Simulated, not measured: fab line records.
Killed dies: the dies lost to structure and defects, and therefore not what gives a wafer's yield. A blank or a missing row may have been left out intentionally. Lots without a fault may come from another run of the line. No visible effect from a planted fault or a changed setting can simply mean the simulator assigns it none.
Matching of chambers -- flow n5 finfet -- N5_BEOL_M1_PRE_CLEAN_60 on cvd co-02: 3 sister chambers
The step time 15 s. 3 wafers are shown with their chamber, then 12 later ones without.

== WAFERS PAIRED WITH THEIR CHAMBERS ==
wafer,chamber,heater power w (W)
L090.1,1,76
L090.3,2,82
L090.6,0,74

== WAFERS WITHOUT THEIR CHAMBER ==
wafer,heater power w (W)
L096.3,74
L096.5,73
L096.6,82
L094.3,76
L094.4,73
L094.6,83
L095.2,76
L095.5,84
L095.6,73
L097.2,74
L097.3,82
L097.5,76

== WHICH CHAMBER EACH WENT THROUGH ==
wafer,from the rows above,in truth
L096.3,0,0
L096.5,0,0
L096.6,2,2
L094.3,1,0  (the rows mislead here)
L094.4,0,0
L094.6,2,2
L095.2,1,1
L095.5,2,2
L095.6,0,0
L097.2,0,0
L097.3,2,2
L097.5,1,1
Placed correctly: 11 of 12. Can't be placed from these rows: 0. Placed wrongly: 1.
How it was worked out, from the rows above alone: a wafer's distance from a chamber is the root of the sum, over the readings, of the square of ((its reading less the chamber's mean) divided by the reading's scatter). The wafer belongs to the nearest chamber; if the next one is less than 2 further off, it can't be placed. For every chamber, the mean is computed from those of its wafers that are shown. The scatter: with one shown wafer a chamber, the root of the mean of the squares of how far each hidden wafer lies from its nearest shown one.
